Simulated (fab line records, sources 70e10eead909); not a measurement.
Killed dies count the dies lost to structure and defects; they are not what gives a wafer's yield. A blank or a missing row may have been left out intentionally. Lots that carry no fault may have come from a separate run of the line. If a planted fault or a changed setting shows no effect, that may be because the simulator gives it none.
fab line records :: flow nandHarc
record
  lots=6
  wafers=16
  lastDay=34
route steps=1302 shown A_ONON_D1@428
lots with no fault: from the same line, run without faults
startH: hours from the record's first day to the start of the lot's first wafer shown :: waitH: hours since the lot's step before :: " the same as in the row above :: L1.1+2: several wafers, shown together as one row :: - no value, or no start given :: * or withheld: withheld :: < > ~ a bound
route shown NAME@n: NAME is a module with steps in the file, n the number in the route of the first one :: usual: mean/standard deviation taken from wafers without a fault :: same: alike in all rows :: chamber/n: place in a boat :: sites: each site's reading :: _std_site: how widely they spread, as a standard deviation :: _edge_site: outer sites' mean less inner sites' :: radiusMm: for every site, how far away it sits from the centre of the wafer :: mask NAME#n: copy n :: behind: tool/chamber where the wafer was last shaped :: hold: why the lot was held/for how many hours/how that ended :: device: names the non-switching transistor (n, p or np) :: end of line: the tests these same wafers got at the end of their route :: a step with no rows: only its recipe :: killed: at the first sort, the dies lost to defects and structure; wafer yield is something else :: map: a wafer's dies, marking killed ones x, the rest . and places with no die _
set.NAME: the setting the step ran with; set.NAME@STEP: the setting that earlier step ran with :: model.NAME: the simulator's own value behind a step, which no gauge read
a table for each step, a row for each wafer; lots at some steps of the route
services: a tool's chamber out of use, with start hour (startH, from the record's first day; less than 0 if before it), hours out, and reason
## steps
# step NHARC_A_ONON_D1_DEP_06
# recipe
  targetThkA=10000
  n2FlowSccm=2750
  n2oFlowSccm=2000
  nh3FlowSccm=500
  sih4FlowSccm=210
  tempC=400
# step NHARC_A_ONON_D1_THK_MEAS_08
# recipe
  thkMeasGauge=ellipsometry
# usual
  thkNm=1000/9.1
lot.wafer: L577.1
tool: filmMetro-01
chamber: -
startH: 161.08
waitH: -
thkNm: 998

lot.wafer: L577.3
tool: filmMetro-01
chamber: -
startH: 161.08
waitH: -
thkNm: 998

lot.wafer: L577.6
tool: filmMetro-01
chamber: -
startH: 161.08
waitH: -
thkNm: 999

lot.wafer: L584.3
tool: filmMetro-02
chamber: -
startH: 234.53
waitH: -
thkNm: 1018

lot.wafer: L584.6
tool: filmMetro-02
chamber: -
startH: 234.53
waitH: -
thkNm: 1019

lot.wafer: L585.5
tool: filmMetro-02
chamber: -
startH: 244.29
waitH: -
thkNm: 981

lot.wafer: L585.6
tool: filmMetro-02
chamber: -
startH: 244.29
waitH: -
thkNm: 982

lot.wafer: L596.1
tool: filmMetro-01
chamber: -
startH: 352.55
waitH: -
thkNm: 1012

lot.wafer: L596.3
tool: filmMetro-01
chamber: -
startH: 352.55
waitH: -
thkNm: 1010

lot.wafer: L596.6
tool: filmMetro-01
chamber: -
startH: 352.55
waitH: -
thkNm: 1010

lot.wafer: L599.1
tool: filmMetro-01
chamber: -
startH: 382.95
waitH: -
thkNm: 1000

lot.wafer: L599.3
tool: filmMetro-01
chamber: -
startH: 382.95
waitH: -
thkNm: 998

lot.wafer: L599.6
tool: filmMetro-01
chamber: -
startH: 382.95
waitH: -
thkNm: 999

lot.wafer: L600.3
tool: filmMetro-02
chamber: -
startH: 395.57
waitH: -
thkNm: 1001

lot.wafer: L600.4
tool: filmMetro-02
chamber: -
startH: 395.57
waitH: -
thkNm: 1002

lot.wafer: L600.6
tool: filmMetro-02
chamber: -
startH: 395.57
waitH: -
thkNm: 1003
# step NHARC_A_ONON_D1_DEP_09
# recipe
  targetThkA=10000
  n2FlowSccm=2750
  n2oFlowSccm=2000
  nh3FlowSccm=500
  sih4FlowSccm=210
  tempC=400
# step NHARC_A_ONON_D1_THK_MEAS_11
# recipe
  thkMeasGauge=ellipsometry
# usual
  thkNm=999/9.5
lot.wafer: L577.1
tool: filmMetro-02
chamber: -
startH: 161.65
waitH: -
thkNm: 997

lot.wafer: L577.3
tool: filmMetro-02
chamber: -
startH: 161.65
waitH: -
thkNm: 999

lot.wafer: L577.6
tool: filmMetro-02
chamber: -
startH: 161.65
waitH: -
thkNm: 999

lot.wafer: L584.3
tool: filmMetro-02
chamber: -
startH: 235.10
waitH: -
thkNm: 1008

lot.wafer: L584.6
tool: filmMetro-02
chamber: -
startH: 235.10
waitH: -
thkNm: 1007

lot.wafer: L585.5
tool: filmMetro-02
chamber: -
startH: 244.86
waitH: -
thkNm: 1018

lot.wafer: L585.6
tool: filmMetro-02
chamber: -
startH: 244.86
waitH: -
thkNm: 1018

lot.wafer: L596.1
tool: filmMetro-02
chamber: -
startH: 353.12
waitH: -
thkNm: 985

lot.wafer: L596.3
tool: filmMetro-02
chamber: -
startH: 353.12
waitH: -
thkNm: 985

lot.wafer: L596.6
tool: filmMetro-02
chamber: -
startH: 353.12
waitH: -
thkNm: 989

lot.wafer: L599.1
tool: filmMetro-01
chamber: -
startH: 383.51
waitH: -
thkNm: 988

lot.wafer: L599.3
tool: filmMetro-01
chamber: -
startH: 383.51
waitH: -
thkNm: 988

lot.wafer: L599.6
tool: filmMetro-01
chamber: -
startH: 383.51
waitH: -
thkNm: 990

lot.wafer: L600.3
tool: filmMetro-02
chamber: -
startH: 396.15
waitH: -
thkNm: 1001

lot.wafer: L600.4
tool: filmMetro-02
chamber: -
startH: 396.15
waitH: -
thkNm: 1000

lot.wafer: L600.6
tool: filmMetro-02
chamber: -
startH: 396.15
waitH: -
thkNm: 999
# step NHARC_A_ONON_D1_DEP_12
# recipe
  targetThkA=10000
  n2FlowSccm=2750
  n2oFlowSccm=2000
  nh3FlowSccm=500
  sih4FlowSccm=210
  tempC=400
# step NHARC_A_ONON_D1_THK_MEAS_14
# recipe
  thkMeasGauge=ellipsometry
# usual
  thkNm=1001/9.4
lot.wafer: L577.1
tool: filmMetro-01
chamber: -
startH: 162.21
waitH: -
thkNm: 994

lot.wafer: L577.3
tool: filmMetro-01
chamber: -
startH: 162.21
waitH: -
thkNm: 995

lot.wafer: L577.6
tool: filmMetro-01
chamber: -
startH: 162.21
waitH: -
thkNm: 993

lot.wafer: L584.3
tool: filmMetro-02
chamber: -
startH: 235.66
waitH: -
thkNm: 1008

lot.wafer: L584.6
tool: filmMetro-02
chamber: -
startH: 235.66
waitH: -
thkNm: 1008

lot.wafer: L585.5
tool: filmMetro-02
chamber: -
startH: 245.43
waitH: -
thkNm: 995

lot.wafer: L585.6
tool: filmMetro-02
chamber: -
startH: 245.43
waitH: -
thkNm: 996

lot.wafer: L596.1
tool: filmMetro-01
chamber: -
startH: 353.69
waitH: -
thkNm: 994

lot.wafer: L596.3
tool: filmMetro-01
chamber: -
startH: 353.69
waitH: -
thkNm: 994

lot.wafer: L596.6
tool: filmMetro-01
chamber: -
startH: 353.69
waitH: -
thkNm: 994

lot.wafer: L599.1
tool: filmMetro-01
chamber: -
startH: 384.07
waitH: -
thkNm: 988

lot.wafer: L599.3
tool: filmMetro-01
chamber: -
startH: 384.07
waitH: -
thkNm: 989

lot.wafer: L599.6
tool: filmMetro-01
chamber: -
startH: 384.07
waitH: -
thkNm: 989

lot.wafer: L600.3
tool: filmMetro-02
chamber: -
startH: 396.73
waitH: -
thkNm: 1018

lot.wafer: L600.4
tool: filmMetro-02
chamber: -
startH: 396.73
waitH: -
thkNm: 1019

lot.wafer: L600.6
tool: filmMetro-02
chamber: -
startH: 396.73
waitH: -
thkNm: 1019
# step NHARC_A_ONON_D1_ANNEAL_15
# recipe
  tempC=750
  timeS=3600
# step NHARC_A_ONON_D1_DEP_16
# recipe
  targetThkA=10000
  n2FlowSccm=2750
  n2oFlowSccm=2000
  nh3FlowSccm=500
  sih4FlowSccm=210
  tempC=400
# step NHARC_A_ONON_D1_THK_MEAS_18
# recipe
  thkMeasGauge=ellipsometry
# usual
  thkNm=997/10
lot.wafer: L577.1
tool: filmMetro-02
chamber: -
startH: 169.75
waitH: -
thkNm: 1000

lot.wafer: L577.3
tool: filmMetro-02
chamber: -
startH: 169.75
waitH: -
thkNm: 999

lot.wafer: L577.6
tool: filmMetro-02
chamber: -
startH: 169.75
waitH: -
thkNm: 998

lot.wafer: L584.3
tool: filmMetro-02
chamber: -
startH: 245.32
waitH: -
thkNm: 988

lot.wafer: L584.6
tool: filmMetro-02
chamber: -
startH: 245.32
waitH: -
thkNm: 986

lot.wafer: L585.5
tool: filmMetro-02
chamber: -
startH: 253.11
waitH: -
thkNm: 1017

lot.wafer: L585.6
tool: filmMetro-02
chamber: -
startH: 253.11
waitH: -
thkNm: 1017

lot.wafer: L596.1
tool: filmMetro-01
chamber: -
startH: 361.76
waitH: -
thkNm: 992

lot.wafer: L596.3
tool: filmMetro-01
chamber: -
startH: 361.76
waitH: -
thkNm: 989

lot.wafer: L596.6
tool: filmMetro-01
chamber: -
startH: 361.76
waitH: -
thkNm: 990

lot.wafer: L599.1
tool: filmMetro-01
chamber: -
startH: 391.83
waitH: -
thkNm: 987

lot.wafer: L599.3
tool: filmMetro-01
chamber: -
startH: 391.83
waitH: -
thkNm: 985

lot.wafer: L599.6
tool: filmMetro-01
chamber: -
startH: 391.83
waitH: -
thkNm: 986

lot.wafer: L600.3
tool: filmMetro-02
chamber: -
startH: 407.95
waitH: -
thkNm: 995

lot.wafer: L600.4
tool: filmMetro-02
chamber: -
startH: 407.95
waitH: -
thkNm: 994

lot.wafer: L600.6
tool: filmMetro-02
chamber: -
startH: 407.95
waitH: -
thkNm: 993
# step NHARC_A_ONON_D1_DEP_19
# recipe
  targetThkA=10000
  n2FlowSccm=2750
  n2oFlowSccm=2000
  nh3FlowSccm=500
  sih4FlowSccm=210
  tempC=400
# step NHARC_A_ONON_D1_THK_MEAS_21
# recipe
  thkMeasGauge=ellipsometry
# usual
  thkNm=997/9.4
lot.wafer: L577.1
tool: filmMetro-02
chamber: -
startH: 170.33
waitH: -
thkNm: 1000

lot.wafer: L577.3
tool: filmMetro-02
chamber: -
startH: 170.33
waitH: -
thkNm: 999

lot.wafer: L577.6
tool: filmMetro-02
chamber: -
startH: 170.33
waitH: -
thkNm: 1000

lot.wafer: L584.3
tool: filmMetro-02
chamber: -
startH: 245.89
waitH: -
thkNm: 974

lot.wafer: L584.6
tool: filmMetro-02
chamber: -
startH: 245.89
waitH: -
thkNm: 974

lot.wafer: L585.5
tool: filmMetro-02
chamber: -
startH: 253.68
waitH: -
thkNm: 998

lot.wafer: L585.6
tool: filmMetro-02
chamber: -
startH: 253.68
waitH: -
thkNm: 998

lot.wafer: L596.1
tool: filmMetro-02
chamber: -
startH: 362.33
waitH: -
thkNm: 1009

lot.wafer: L596.3
tool: filmMetro-02
chamber: -
startH: 362.33
waitH: -
thkNm: 1010

lot.wafer: L596.6
tool: filmMetro-02
chamber: -
startH: 362.33
waitH: -
thkNm: 1010

lot.wafer: L599.1
tool: filmMetro-01
chamber: -
startH: 392.39
waitH: -
thkNm: 998

lot.wafer: L599.3
tool: filmMetro-01
chamber: -
startH: 392.39
waitH: -
thkNm: 999

lot.wafer: L599.6
tool: filmMetro-01
chamber: -
startH: 392.39
waitH: -
thkNm: 1000

lot.wafer: L600.3
tool: filmMetro-01
chamber: -
startH: 408.51
waitH: -
thkNm: 992

lot.wafer: L600.4
tool: filmMetro-01
chamber: -
startH: 408.51
waitH: -
thkNm: 992

lot.wafer: L600.6
tool: filmMetro-01
chamber: -
startH: 408.51
waitH: -
thkNm: 993
# step NHARC_A_ONON_D1_DEP_22
# recipe
  targetThkA=10000
  n2FlowSccm=2750
  n2oFlowSccm=2000
  nh3FlowSccm=500
  sih4FlowSccm=210
  tempC=400
# usual
  susceptorTempC=400.00/0.22
lot.wafer: L577.1
tool: pecvdOnon-01
chamber: 0
startH: 170.38
waitH: 0.1
susceptorTempC: 400.19

lot.wafer: L577.3
tool: pecvdOnon-01
chamber: 0
startH: 170.38
waitH: 0.1
susceptorTempC: 400.25

lot.wafer: L577.6
tool: pecvdOnon-01
chamber: 0
startH: 170.38
waitH: 0.1
susceptorTempC: 400.04

lot.wafer: L584.3
tool: pecvdOnon-04
chamber: 0
startH: 246.07
waitH: 0.2
susceptorTempC: 400.21

lot.wafer: L584.6
tool: pecvdOnon-04
chamber: 0
startH: 246.07
waitH: 0.2
susceptorTempC: 400.30

lot.wafer: L585.5
tool: pecvdOnon-04
chamber: 0
startH: 253.96
waitH: 0.3
susceptorTempC: 399.87

lot.wafer: L585.6
tool: pecvdOnon-04
chamber: 0
startH: 253.96
waitH: 0.3
susceptorTempC: 399.76

lot.wafer: L596.1
tool: pecvdOnon-04
chamber: 0
startH: 362.38
waitH: 0.1
susceptorTempC: 399.95

lot.wafer: L596.3
tool: pecvdOnon-04
chamber: 0
startH: 362.38
waitH: 0.1
susceptorTempC: 400.19

lot.wafer: L596.6
tool: pecvdOnon-04
chamber: 0
startH: 362.38
waitH: 0.1
susceptorTempC: 400.03

lot.wafer: L599.1
tool: pecvdOnon-01
chamber: 0
startH: 392.45
waitH: 0.1
susceptorTempC: 399.99

lot.wafer: L599.3
tool: pecvdOnon-01
chamber: 0
startH: 392.45
waitH: 0.1
susceptorTempC: 399.81

lot.wafer: L599.6
tool: pecvdOnon-01
chamber: 0
startH: 392.45
waitH: 0.1
susceptorTempC: 400.20

lot.wafer: L600.3
tool: pecvdOnon-01
chamber: 0
startH: 408.69
waitH: 0.2
susceptorTempC: 400.06

lot.wafer: L600.4
tool: pecvdOnon-01
chamber: 0
startH: 408.69
waitH: 0.2
susceptorTempC: 400.21

lot.wafer: L600.6
tool: pecvdOnon-01
chamber: 0
startH: 408.69
waitH: 0.2
susceptorTempC: 400.04
# step NHARC_A_ONON_D1_THK_MEAS_24
# recipe
  thkMeasGauge=ellipsometry
# usual
  thkNm=1005/9.2
lot.wafer: L577.1
tool: filmMetro-02
chamber: -
startH: 170.89
waitH: -
thkNm: 994

lot.wafer: L577.3
tool: filmMetro-02
chamber: -
startH: 170.89
waitH: -
thkNm: 996

lot.wafer: L577.6
tool: filmMetro-02
chamber: -
startH: 170.89
waitH: -
thkNm: 996

lot.wafer: L584.3
tool: filmMetro-02
chamber: -
startH: 246.46
waitH: -
thkNm: 1010

lot.wafer: L584.6
tool: filmMetro-02
chamber: -
startH: 246.46
waitH: -
thkNm: 973

lot.wafer: L585.5
tool: filmMetro-02
chamber: -
startH: 254.24
waitH: -
thkNm: 992

lot.wafer: L585.6
tool: filmMetro-02
chamber: -
startH: 254.24
waitH: -
thkNm: 958

lot.wafer: L596.1
tool: filmMetro-01
chamber: -
startH: 362.89
waitH: -
thkNm: 985

lot.wafer: L596.3
tool: filmMetro-01
chamber: -
startH: 362.89
waitH: -
thkNm: 984

lot.wafer: L596.6
tool: filmMetro-01
chamber: -
startH: 362.89
waitH: -
thkNm: 983

lot.wafer: L599.1
tool: filmMetro-01
chamber: -
startH: 392.95
waitH: -
thkNm: 999

lot.wafer: L599.3
tool: filmMetro-01
chamber: -
startH: 392.95
waitH: -
thkNm: 999

lot.wafer: L599.6
tool: filmMetro-01
chamber: -
startH: 392.95
waitH: -
thkNm: 1001

lot.wafer: L600.3
tool: filmMetro-01
chamber: -
startH: 409.08
waitH: -
thkNm: 1018

lot.wafer: L600.4
tool: filmMetro-01
chamber: -
startH: 409.08
waitH: -
thkNm: 1017

lot.wafer: L600.6
tool: filmMetro-01
chamber: -
startH: 409.08
waitH: -
thkNm: 1017
# step NHARC_A_ONON_D1_DEP_25
# recipe
  targetThkA=10000
  n2FlowSccm=2750
  n2oFlowSccm=2000
  nh3FlowSccm=500
  sih4FlowSccm=210
  tempC=400
## services
tool: pecvdOnon-01
chamber: -
startH: 269.39
hours: 13.0
kind: pm

tool: pecvdOnon-04
chamber: -
startH: 311.12
hours: 13.0
kind: pm

tool: pecvdOnon-04
chamber: -
startH: 388.29
hours: 1.1
kind: repair
## key
firstSign
  step=NHARC_A_ONON_D1_THK_MEAS_24
  reading=thkNm
  direction=down
  sigmas=4.3
  usual=1005
  struck=965
effect none on later readings
metAt NHARC_A_ONON_D1_DEP_22
struckWafers L584.6,L585.6
sortLeftOut L584.6,L585.6
testerLeftOut L584,L585
fault
  kind=processParameterDrift
  tool=pecvdOnon-04
  chamber=-
  onsetH=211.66
  steps=NHARC_A_ONON_D1_DEP_22
  channel=targetThkA
  offset=*
  shape=step
  endH=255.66
  scope=struckWafersOnly
  actsIn=*
  stated=*
# testerLeftOut: of these lots the tester's yield and bins aren't shown, on N5 and GAA mostly nor the transistor test; their killed dies are dies lost to structure and defects alone, not to doping, threshold or leakage, so they don't give the yield
# sortLeftOut: the simulated sort isn't trusted on such a fault, so these wafers' sort isn't shown, and their yield isn't known
